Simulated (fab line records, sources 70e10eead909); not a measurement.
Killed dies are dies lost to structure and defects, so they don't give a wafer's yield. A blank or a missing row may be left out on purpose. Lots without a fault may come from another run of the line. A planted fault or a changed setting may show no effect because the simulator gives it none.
fab line records | flow nand_harc
record lots=7 wafers=19 last_day=24
route steps=1159 shown A_ZERO_WELL@412 A_SOURCE_PLATE@413 A_ONON_D1@424 END@1159
lots that met no fault: from a run of the same line without faults
start_h: hours from the record's first day to the start of the lot's first wafer shown | wait_h: hours since the lot's step before | " the same as in the row above | L1.1+2: a row that stands for several wafers | - no value, or no start given | * or withheld: withheld | < > ~ a bound
route shown NAME@n: a module of which the file shows steps, and the number in the route of the first | usual: mean/standard deviation of fault-free wafers | same: alike in all rows | chamber/n: place in a boat | sites: the reading at each site | _std_site: their standard deviation | _edge_site: outer sites' mean less inner sites' | radius_mm: how far each site lies from the wafer's centre | mask NAME#n: copy n | behind: the tool/chamber that last shaped the wafer | hold: why the lot was held/for how many hours/how that ended | device: the transistor (n, p or np) that didn't switch | end of line: the same wafers' tests at the end of the route | a step without rows: its recipe alone | killed: dies lost to structure and defects at the first sort, not the wafer's yield | map: a wafer's dies, x killed, . not, _ none there
set.NAME: the setting as run; set.NAME@STEP: as run at that earlier step | model.NAME: the simulator's own value behind a step, which no gauge read
lots at some steps of the route; a table a step, a row a wafer
services: from which hour (start_h, from the record's first day; less than 0 if before it) a tool's chamber was out of use, for how many hours, and why
## steps
# step NHARC_A_ZERO_WELL_INSPECT_17
# usual raw_defect_count=11/5.3
# columns lot.wafer tool chamber start_h wait_h raw_defect_count
L682.1 defect_inspect-01 - 151.99 0.2 6
L682.5 " - " " 12
L682.6 " - " " 16
L686.2 defect_inspect-01 - 186.25 0.1 4
L686.4 " - " " 14
L686.5 " - " " 6
L690.3 defect_inspect-01 - 216.83 0.1 8
L690.5 " - " " 6
L692.1 defect_inspect-02 - 222.10 0.2 13
L692.2 " - " " 23
L692.4 " - " " 14
L695.3 defect_inspect-02 - 230.44 0.1 13
L695.5 " - " " 12
L700.1 defect_inspect-02 - 259.61 0.2 11
L700.3 " - " " 3
L700.5 " - " " 6
L701.1 defect_inspect-01 - 259.98 0.2 13
L701.5 " - " " 11
L701.6 " - " " 4
# step NHARC_A_SOURCE_PLATE_PRECLEAN_00
# recipe time_s=60 chemistry=HF-LAST
# step NHARC_A_SOURCE_PLATE_SRD_01
# step NHARC_A_SOURCE_PLATE_OXIDE_02
# recipe target_thk_a=100 temp_c=900 ox_time_s=1362 material=SiO2
# step NHARC_A_SOURCE_PLATE_THK_MEAS_09
# recipe thk_meas_gauge=ellipsometry
# usual thk_nm=9.8/1
# columns lot.wafer tool chamber start_h wait_h thk_nm
L682.1 film_metro-01 - 158.92 0.4 11.0
L682.5 " - " " 11.2
L682.6 " - " " 7.8
L686.2 film_metro-01 - 195.08 0.4 8.9
L686.4 " - " " 9.2
L686.5 " - " " 11.4
L690.3 film_metro-02 - 221.34 0.4 9.9
L690.5 " - " " 8.1
L692.1 film_metro-02 - 229.33 0.4 10.5
L692.2 " - " " 10.4
L692.4 " - " " 9.5
L695.3 film_metro-01 - 237.83 0.4 8.9
L695.5 " - " " 9.7
L700.1 film_metro-01 - 267.09 0.4 11.7
L700.3 " - " " 9.1
L700.5 " - " " 9.7
L701.1 film_metro-02 - 267.09 0.4 11.4
L701.5 " - " " 11.0
L701.6 " - " " 9.9
# step NHARC_A_SOURCE_PLATE_PVD_04
# recipe target_thk_a=500 material=WSi2
# step NHARC_A_SOURCE_PLATE_CVD_03
# recipe target_thk_a=2000 temp_c=620 pressure_mtorr=200 time_s=4000 material=poly-Si
# step NHARC_A_SOURCE_PLATE_ANNEAL_05
# recipe temp_c=850 time_s=1800
# step NHARC_A_SOURCE_PLATE_THK_MEAS_06
# recipe thk_meas_gauge=ellipsometry
# usual thk_nm=200.1/2.3
# columns lot.wafer tool chamber start_h wait_h thk_nm
L682.1 film_metro-02 - 168.91 0.4 203.1
L682.5 " - " " 203.3
L682.6 " - " " 202.1
L686.2 film_metro-01 - 211.53 0.4 197.8
L686.4 " - " " 194.5
L686.5 " - " " 195.1
L690.3 film_metro-02 - 234.11 0.4 202.1
L690.5 " - " " 200.2
L692.1 film_metro-01 - 242.47 0.4 200.9
L692.2 " - " " 204.1
L692.4 " - " " 202.6
L695.3 film_metro-02 - 250.89 0.4 199.3
L695.5 " - " " 197.2
L701.1 film_metro-01 - 279.87 0.4 200.0
L701.5 " - " " 198.1
L701.6 " - " " 200.5
L700.1 film_metro-02 - 279.87 0.4 199.0
L700.3 " - " " 201.9
L700.5 " - " " 200.4
# step NHARC_A_SOURCE_PLATE_INSPECT_08
# usual raw_defect_count=59/19
# columns lot.wafer tool chamber start_h wait_h raw_defect_count
L682.1 defect_inspect-01 - 169.00 0.0 58
L682.5 " - " " 57
L682.6 " - " " 26
L686.2 defect_inspect-02 - 211.60 0.0 77
L686.4 " - " " 92
L686.5 " - " " 26
L690.3 defect_inspect-01 - 234.17 0.0 62
L690.5 " - " " 74
L692.1 defect_inspect-01 - 242.54 0.0 50
L692.2 " - " " 39
L692.4 " - " " 43
L695.3 defect_inspect-02 - 250.95 0.0 50
L695.5 " - " " 62
L701.1 defect_inspect-01 - 279.93 0.0 84
L701.5 " - " " 45
L701.6 " - " " 53
L700.1 defect_inspect-02 - 279.95 0.1 114
L700.3 " - " " 22
L700.5 " - " " 49
# step NHARC_A_ONON_D1_DEP_00
# recipe target_thk_a=10000 n2_flow_sccm=2750 n2o_flow_sccm=2000 nh3_flow_sccm=500 sih4_flow_sccm=210 temp_c=400
# columns lot.wafer tool chamber start_h wait_h
L682.1+5+6 pecvd_onon-02 0 169.06 0.1
L686.2+4+5 pecvd_onon-03 0 211.72 0.1
L690.3+5 pecvd_onon-03 0 234.35 0.2
L692.1+2+4 pecvd_onon-03 0 242.60 0.1
L695.3+5 pecvd_onon-03 0 251.14 0.2
L701.1+5+6 pecvd_onon-01 0 280.00 0.1
L700.1+3+5 pecvd_onon-02 0 280.35 0.4
# step NHARC_A_ONON_D1_THK_MEAS_02
# recipe thk_meas_gauge=ellipsometry
# usual thk_nm=1003/11
# columns lot.wafer tool chamber start_h wait_h thk_nm
L682.1 film_metro-02 - 169.58 - 1020
L682.5 " - " " 1018
L682.6 " - " " 1020
L686.2 film_metro-01 - 212.17 - 988
L686.4 " - " " 989
L686.5 " - " " 988
L690.3 film_metro-02 - 234.75 - 1471
L690.5 " - " " 1008
L692.1 film_metro-02 - 243.12 - 1013
L692.2 " - " " 1477
L692.4 " - " " 1015
L695.3 film_metro-02 - 251.53 - 1461
L695.5 " - " " 1000
L701.1 film_metro-02 - 280.51 - 1005
L701.5 " - " " 1004
L701.6 " - " " 1005
L700.1 film_metro-01 - 280.85 - 998
L700.3 " - " " 996
L700.5 " - " " 996
# step NHARC_A_ONON_D1_DEP_03
# recipe target_thk_a=10000 n2_flow_sccm=2750 n2o_flow_sccm=2000 nh3_flow_sccm=500 sih4_flow_sccm=210 temp_c=400
# step NHARC_END_SORT_01
# recipe temp_c=25
# usual killed_at_array=27/10 killed_at_other=0.6/0.96 killed_at_periphery=3.4/2.7 killed_dies=31/10 killed_open=2.9/1.8 killed_short=1.8/1.4
# same gross_dies=677
# columns lot.wafer tool chamber start_h wait_h killed_at_array killed_at_other killed_at_periphery killed_dies killed_open killed_short
L682.1 prober-01 0 449.53 2.5 25 1 5 31 5 2
L682.5 prober-01 0 452.73 3.7 27 0 3 30 1 0
L682.6 prober-01 0 453.54 4.0 30 0 4 34 2 1
L686.2 prober-01 0 502.06 2.8 31 0 6 37 4 3
L686.4 prober-01 0 503.64 3.4 31 0 1 32 3 1
L686.5 prober-01 0 504.43 3.7 30 3 3 36 6 3
L692.1 prober-01 0 517.38 2.5 21 2 3 26 2 2
L692.2 prober-01 0 518.18 2.8 675 0 2 677 1 1
L692.4 prober-01 0 519.80 3.4 7 1 2 10 2 0
L690.3 prober-02 0 518.99 3.1 676 0 1 677 2 0
L690.5 prober-02 0 520.60 3.7 38 1 2 41 6 1
L695.3 prober-02 0 532.92 3.1 674 3 0 677 2 2
L695.5 prober-02 0 534.50 3.7 14 1 0 15 1 2
L700.1 prober-01 0 575.65 2.5 47 1 4 52 4 1
L700.3 prober-01 0 577.25 3.1 39 0 6 45 4 4
L700.5 prober-01 0 578.84 3.7 50 0 3 53 5 4
L701.1 prober-02 0 579.13 2.5 35 0 5 40 3 4
L701.5 prober-02 0 582.28 3.6 16 0 3 19 1 0
L701.6 prober-02 0 583.07 3.9 30 0 6 36 2 3
# killed by level:class
L682.1 A_CHANNEL_HOLE_D1:chamber_film_flake=12 A_SLIT:chamber_film_flake=4 A_M1:geometric_particle:open=2 P_STI:chamber_film_flake=2 A_CONTACT:chamber_film_flake=2 P_M0:geometric_particle:open=1 P_M0:geometric_particle:short=1 A_CHANNEL_HOLE_D1:geometric_particle:open=1
L682.5 A_SLIT:chamber_film_flake=13 A_CHANNEL_HOLE_D1:chamber_film_flake=10 P_STI:chamber_film_flake=2 A_STAIRCASE:chamber_film_flake=2 A_CHANNEL_HOLE_D1:geometric_particle:open=1 P_GATE:chamber_film_flake=1 A_CONTACT:chamber_film_flake=1
L682.6 A_CHANNEL_HOLE_D1:chamber_film_flake=13 A_SLIT:chamber_film_flake=13 P_M0:chamber_film_flake=2 A_CONTACT:chamber_film_flake=2 P_CONTACT:geometric_particle:short=1 A_CONTACT:geometric_particle:open=1 A_M0:geometric_particle:open=1 P_STI:chamber_film_flake=1
L686.2 A_CHANNEL_HOLE_D1:chamber_film_flake=12 A_SLIT:chamber_film_flake=7 A_STAIRCASE:chamber_film_flake=6 A_WL_FILL:geometric_particle:short=3 A_WL_FILL:geometric_particle:open=2 P_ZERO_WELL:chamber_film_flake=2 P_GATE:chamber_film_flake=2 P_STI:geometric_particle:open=1
L686.4 A_SLIT:chamber_film_flake=15 A_STAIRCASE:chamber_film_flake=6 A_CHANNEL_HOLE_D1:chamber_film_flake=5 A_ONON_D1:geometric_particle:open=2 A_CONTACT:chamber_film_flake=2 P_CONTACT:geometric_particle:open=1 A_CHANNEL_HOLE_D1:geometric_particle:short=1
L686.5 A_CHANNEL_HOLE_D1:chamber_film_flake=9 A_SLIT:chamber_film_flake=7 A_STAIRCASE:chamber_film_flake=4 A_BLC:geometric_particle:open=2 P_GATE:chamber_film_flake=2 STARTING-WAFER:geometric_particle:open=2 P_CONTACT:geometric_particle:open=1 A_CHANNEL_FILL_D1:geometric_particle:short=1
L692.1 A_CONTACT:chamber_film_flake=10 A_CHANNEL_HOLE_D1:chamber_film_flake=7 A_SLIT:chamber_film_flake=2 P_GATE:geometric_particle:short=1 P_M1:geometric_particle:open=1 A_SOURCE_PLATE:geometric_particle:short=1 STARTING-WAFER:geometric_particle:open=1 P_M0:chamber_film_flake=1
L692.2 A_ONON_D1:area_dep=657 A_CONTACT:chamber_film_flake=10 A_CHANNEL_HOLE_D1:chamber_film_flake=4 P_M2:geometric_particle:open=1 A_ONON_D1:geometric_particle:short=1 P_STI:chamber_film_flake=1 A_ZERO_WELL:chamber_film_flake=1 A_STAIRCASE:chamber_film_flake=1
L690.3 A_ONON_D1:area_dep=638 A_SLIT:chamber_film_flake=18 A_CONTACT:chamber_film_flake=7 A_CHANNEL_HOLE_D1:chamber_film_flake=6 A_STAIRCASE:chamber_film_flake=4 P_GATE:geometric_particle:open=1 A_CONTACT:geometric_particle:open=1 A_ZERO_WELL:chamber_film_flake=1
L692.4 A_CONTACT:chamber_film_flake=5 A_CHANNEL_HOLE_D1:chamber_film_flake=2 P_GATE:geometric_particle:open=1 P_BONDPAD:geometric_particle:open=1 THIN_TSV:chamber_film_flake=1
L690.5 A_SLIT:chamber_film_flake=14 A_STAIRCASE:chamber_film_flake=7 A_CONTACT:chamber_film_flake=6 A_CHANNEL_HOLE_D1:chamber_film_flake=4 A_CONTACT:geometric_particle:open=2 P_CONTACT:geometric_particle:open=1 A_WL_FILL:geometric_particle:open=1 A_BLC:geometric_particle:short=1
L695.3 A_ONON_D1:area_dep=655 A_CHANNEL_HOLE_D1:chamber_film_flake=8 A_CONTACT:chamber_film_flake=5 THIN_TSV:chamber_film_flake=3 A_SOURCE_PLATE:geometric_particle:short=1 A_CHANNEL_FILL_D1:geometric_particle:short=1 A_STAIRCASE:geometric_particle:open=1 A_CONTACT:geometric_particle:open=1
L695.5 A_CHANNEL_HOLE_D1:chamber_film_flake=9 A_CONTACT:chamber_film_flake=3 A_CHANNEL_HOLE_D1:geometric_particle:short=1 A_M0:geometric_particle:open=1 STARTING-WAFER:geometric_particle:short=1
L700.1 A_SLIT:chamber_film_flake=19 A_CHANNEL_HOLE_D1:chamber_film_flake=11 A_CONTACT:chamber_film_flake=10 P_STI:chamber_film_flake=3 A_CONTACT:geometric_particle:open=2 P_M1:geometric_particle:open=1 A_CHANNEL_FILL_D1:geometric_particle:open=1 A_M0:geometric_particle:short=1
L700.3 A_SLIT:chamber_film_flake=17 A_CHANNEL_HOLE_D1:chamber_film_flake=10 A_CONTACT:chamber_film_flake=5 A_STAIRCASE:chamber_film_flake=4 P_CONTACT:geometric_particle:open=2 P_M0:geometric_particle:short=1 P_M1:geometric_particle:open=1 P_M2:geometric_particle:open=1
L700.5 A_SLIT:chamber_film_flake=20 A_CHANNEL_HOLE_D1:chamber_film_flake=11 A_CONTACT:chamber_film_flake=6 A_M0:geometric_particle:open=2 P_STI:chamber_film_flake=2 A_STAIRCASE:chamber_film_flake=2 A_SGD_CUT:chamber_film_flake=2 P_GATE:geometric_particle:open=1
L701.1 A_CHANNEL_HOLE_D1:chamber_film_flake=25 A_CONTACT:chamber_film_flake=4 A_CHANNEL_FILL_D1:geometric_particle:short=2 A_CONTACT:geometric_particle:short=2 P_ZERO_WELL:chamber_film_flake=2 P_CONTACT:geometric_particle:open=1 A_WL_FILL:geometric_particle:open=1 A_BLC:geometric_particle:open=1
L701.5 A_CHANNEL_HOLE_D1:chamber_film_flake=13 A_M0:geometric_particle:open=1 P_ZERO_WELL:chamber_film_flake=1 P_M0:chamber_film_flake=1 P_BONDPAD:chamber_film_flake=1 A_CONTACT:chamber_film_flake=1 A_BONDPAD:chamber_film_flake=1
L701.6 A_CHANNEL_HOLE_D1:chamber_film_flake=20 A_CONTACT:chamber_film_flake=7 P_CONTACT:geometric_particle:short=2 P_M2:geometric_particle:short=1 A_CONTACT:geometric_particle:open=1 A_M0:geometric_particle:open=1 P_ZERO_WELL:chamber_film_flake=1 P_GATE:chamber_film_flake=1
# map L690.3 (x killed, . not)
____________x____________
_________xxxxxxx_________
_______xxxxxxxxxxx_______
______xxxxxxxxxxxxx______
_____xxxxxxxxxxxxxxx_____
____xxxxxxxxxxxxxxxxx____
____xxxxxxxxxxxxxxxxx____
___xxxxxxxxxxxxxxxxxxx___
___xxxxxxxxxxxxxxxxxxx___
__xxxxxxxxxxxxxxxxxxxxx__
__xxxxxxxxxxxxxxxxxxxxx__
_xxxxxxxxxxxxxxxxxxxxxxx_
_xxxxxxxxxxxxxxxxxxxxxxx_
_xxxxxxxxxxxxxxxxxxxxxxx_
_xxxxxxxxxxxxxxxxxxxxxxx_
_xxxxxxxxxxxxxxxxxxxxxxx_
xxxxxxxxxxxxxxxxxxxxxxxxx
xxxxxxxxxxxxxxxxxxxxxxxxx
xxxxxxxxxxxxxxxxxxxxxxxxx
xxxxxxxxxxxxxxxxxxxxxxxxx
xxxxxxxxxxxxxxxxxxxxxxxxx
_xxxxxxxxxxxxxxxxxxxxxxx_
_xxxxxxxxxxxxxxxxxxxxxxx_
_xxxxxxxxxxxxxxxxxxxxxxx_
_xxxxxxxxxxxxxxxxxxxxxxx_
_xxxxxxxxxxxxxxxxxxxxxxx_
__xxxxxxxxxxxxxxxxxxxxx__
__xxxxxxxxxxxxxxxxxxxxx__
___xxxxxxxxxxxxxxxxxxx___
___xxxxxxxxxxxxxxxxxxx___
____xxxxxxxxxxxxxxxxx____
____xxxxxxxxxxxxxxxxx____
_____xxxxxxxxxxxxxxx_____
______xxxxxxxxxxxxx______
_______xxxxxxxxxxx_______
_________xxxxxxx_________
____________x____________
# map L692.2 (x killed, . not)
____________x____________
_________xxxxxxx_________
_______xxxxxxxxxxx_______
______xxxxxxxxxxxxx______
_____xxxxxxxxxxxxxxx_____
____xxxxxxxxxxxxxxxxx____
____xxxxxxxxxxxxxxxxx____
___xxxxxxxxxxxxxxxxxxx___
___xxxxxxxxxxxxxxxxxxx___
__xxxxxxxxxxxxxxxxxxxxx__
__xxxxxxxxxxxxxxxxxxxxx__
_xxxxxxxxxxxxxxxxxxxxxxx_
_xxxxxxxxxxxxxxxxxxxxxxx_
_xxxxxxxxxxxxxxxxxxxxxxx_
_xxxxxxxxxxxxxxxxxxxxxxx_
_xxxxxxxxxxxxxxxxxxxxxxx_
xxxxxxxxxxxxxxxxxxxxxxxxx
xxxxxxxxxxxxxxxxxxxxxxxxx
xxxxxxxxxxxxxxxxxxxxxxxxx
xxxxxxxxxxxxxxxxxxxxxxxxx
xxxxxxxxxxxxxxxxxxxxxxxxx
_xxxxxxxxxxxxxxxxxxxxxxx_
_xxxxxxxxxxxxxxxxxxxxxxx_
_xxxxxxxxxxxxxxxxxxxxxxx_
_xxxxxxxxxxxxxxxxxxxxxxx_
_xxxxxxxxxxxxxxxxxxxxxxx_
__xxxxxxxxxxxxxxxxxxxxx__
__xxxxxxxxxxxxxxxxxxxxx__
___xxxxxxxxxxxxxxxxxxx___
___xxxxxxxxxxxxxxxxxxx___
____xxxxxxxxxxxxxxxxx____
____xxxxxxxxxxxxxxxxx____
_____xxxxxxxxxxxxxxx_____
______xxxxxxxxxxxxx______
_______xxxxxxxxxxx_______
_________xxxxxxx_________
____________x____________
## services
# columns tool chamber start_h hours kind
pecvd_onon-03 - 153.00 13.0 pm
pecvd_onon-01 - 195.00 13.0 pm
## key
first_sign step=NHARC_A_ONON_D1_THK_MEAS_02 reading=thk_nm direction=up sigmas=44 usual=1003 struck=1470
effect step=NHARC_END_SORT_01 reading=killed_dies direction=up sigmas=65 usual=31 struck=677
more_kills_born_at NHARC_A_ONON_D1_DEP_00@pecvd_onon-03=1950
met_at NHARC_A_ONON_D1_DEP_00
struck_wafers L690.3,L692.2,L695.3
later_rows_left_out L690.3,L692.2,L695.3
tester_left_out L690,L692,L695
onset_between 211.72 234.35
fault kind=process_parameter_drift tool=pecvd_onon-03 chamber=- onset_h=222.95 steps=NHARC_A_ONON_D1_DEP_00 channel=target_thk_a offset=* shape=step end_h=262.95 scope=struck_wafers_only acts_in=* stated=*
# tester_left_out: of these lots the tester's yield and bins aren't shown, on N5 and GAA mostly nor the transistor test; their killed dies are dies lost to structure and defects alone, not to doping, threshold or leakage, so they don't give the yield
# later_rows_left_out: the simulator's readings of these wafers behind a module that went badly wrong aren't trusted and aren't shown, but for the sort
